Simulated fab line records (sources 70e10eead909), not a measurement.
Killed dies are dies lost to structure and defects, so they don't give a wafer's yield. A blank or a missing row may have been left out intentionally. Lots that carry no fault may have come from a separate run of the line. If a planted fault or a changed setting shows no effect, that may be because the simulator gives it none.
Chamber matching -- flow nand-harc -- NHARC_A_STAIRCASE_DEP_322 on pecvd-01 has 3 sister chambers
The step deposits SiO2, target thk 3800 nm. 6 wafers are shown with their chamber, then 11 later ones without.

WAFERS WITH THEIR CHAMBER
wafer,chamber,heater-power-w (W),rf-fwd-power-W (W)
L082.2,2,801,497.8
L080.3,2,893,501.6
L084.3,1,744,499.5
L084.4,0,587,498.3
L084.6,1,653,499.4
L086.1,0,661,499.1

WAFERS MISSING THEIR CHAMBER
wafer,heater-power-w (W),rf-fwd-power-W (W)
L086.2,699,501.6
L086.4,735,498.5
L088.3,651,499.4
L088.4,729,501.7
L088.6,637,500.6
L089.4,623,496.8
L089.5,647,496.9
L089.6,735,500.7
L093.2,748,500.0
L093.5,640,496.5
L093.6,566,496.4

EACH ONE'S CHAMBER
wafer,from the rows above,in truth
L086.2,can't be placed: 1 or 0 or 2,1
L086.4,can't be placed: 1 or 0 or 2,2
L088.3,can't be placed: 0 or 1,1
L088.4,can't be placed: 1 or 2 or 0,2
L088.6,can't be placed: 0 or 1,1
L089.4,can't be placed: 0 or 1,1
L089.5,can't be placed: 0 or 1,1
L089.6,can't be placed: 1 or 2 or 0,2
L093.2,can't be placed: 1 or 2 or 0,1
L093.5,can't be placed: 0 or 1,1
L093.6,can't be placed: 0 or 1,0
Placed correctly: 0 of 11. Can't be placed from these rows: 11 (the true chamber is among the candidates in 11). Wrongly placed: 0.
How it was worked out, from the rows above alone: a wafer's distance from a chamber is the root of the sum, over the readings, of the square of ((its reading less the chamber's mean) divided by the reading's scatter). If the next closest chamber is less than 2 further off than the closest, the wafer can't be placed; otherwise it belongs to the closest. A chamber's mean is the mean of its shown wafers. How the scatter is found: for the shown wafers, subtract from each reading the mean of its chamber, square and add these, divide the total by (wafers less chambers), then take the root.
